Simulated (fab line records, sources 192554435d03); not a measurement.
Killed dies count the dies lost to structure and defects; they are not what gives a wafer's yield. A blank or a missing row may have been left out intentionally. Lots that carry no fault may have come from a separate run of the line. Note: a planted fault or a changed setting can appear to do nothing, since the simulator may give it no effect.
Chamber matching | flow n5Finfet | N5_HKMG_FIN_ETCH_55 on rieDiel-04 has 4 sister chambers
The step etches SOC in N2/H2, target depth 240 nm, time 300 s. 18 wafers are shown with their chamber, then 9 later ones without.

EACH WAFER AND ITS CHAMBER
wafer  | chamber | drypumpMotorCurrentA (A) | showerheadPlenumPTorr (Torr) | throttleValvePct (%)
L074.2 | 0       | 6.1                      | 2.61                         | 17.79
L074.4 | 2       | 5.9                      | 2.52                         | 17.84
L074.6 | 0       | 6.1                      | 2.61                         | 17.78
L075.2 | 3       | 5.5                      | 2.60                         | 17.69
L075.4 | 1       | 6.3                      | 2.65                         | 18.07
L075.5 | 3       | 5.5                      | 2.60                         | 17.69
L076.3 | 1       | 6.2                      | 2.64                         | 18.06
L076.4 | 2       | 5.9                      | 2.52                         | 17.87
L076.5 | 1       | 6.2                      | 2.64                         | 18.08
L082.3 | 1       | 6.2                      | 2.64                         | 18.11
L082.5 | 1       | 6.2                      | 2.64                         | 18.12
L082.6 | 0       | 6.1                      | 2.60                         | 17.34
L083.1 | 0       | 6.1                      | 2.60                         | 17.34
L083.3 | 3       | 5.5                      | 2.59                         | 17.71
L083.5 | 3       | 5.5                      | 2.59                         | 17.72
L084.3 | 2       | 6.0                      | 2.51                         | 17.89
L084.5 | 0       | 6.1                      | 2.60                         | 17.35
L084.6 | 1       | 6.2                      | 2.64                         | 18.12

SIGNATURES (means of the wafers above)
reading               | chamber 0 | chamber 1 | chamber 2 | chamber 3 | scatter within a chamber
drypumpMotorCurrentA  | 6.100     | 6.217     | 5.933     | 5.500     | 0.0327
showerheadPlenumPTorr | 2.6040    | 2.6417    | 2.5167    | 2.5950    | 0.00514
throttleValvePct      | 17.5200   | 18.0933   | 17.8667   | 17.7025   | 0.131
Rule: a wafer lies at a distance from a chamber equal to the root of the sum of squares, over the readings, of (its reading less the chamber's mean, divided by the reading's scatter). The wafer belongs to the nearest chamber; if the next one is less than 2 further off, it can't be placed. How the scatter is found: for the shown wafers, subtract from each reading the mean of its chamber, square and add these, divide the total by (wafers less chambers), then take the root.

WAFERS WITHOUT THEIR CHAMBER
wafer  | drypumpMotorCurrentA (A) | showerheadPlenumPTorr (Torr) | throttleValvePct (%)
L086.2 | 5.9                      | 2.51                         | 17.90
L086.3 | 6.1                      | 2.60                         | 17.34
L086.5 | 6.1                      | 2.60                         | 17.35
L088.1 | 6.2                      | 2.63                         | 18.14
L088.3 | 6.1                      | 2.60                         | 17.34
L088.6 | 6.2                      | 2.63                         | 18.13
L091.2 | 5.5                      | 2.58                         | 17.23
L091.4 | 6.2                      | 2.63                         | 18.16
L091.6 | 5.5                      | 2.58                         | 17.23

EACH ONE'S CHAMBER
wafer  | from the rows above | in truth
L086.2 | 2                   | 2
L086.3 | 0                   | 0
L086.5 | 0                   | 0
L088.1 | 1                   | 1
L088.3 | 0                   | 0
L088.6 | 1                   | 1
L091.2 | 3                   | 3
L091.4 | 1                   | 1
L091.6 | 3                   | 3
Correctly placed: 9 of 9. From these rows, 0 cannot be placed. Wrongly placed: 0.
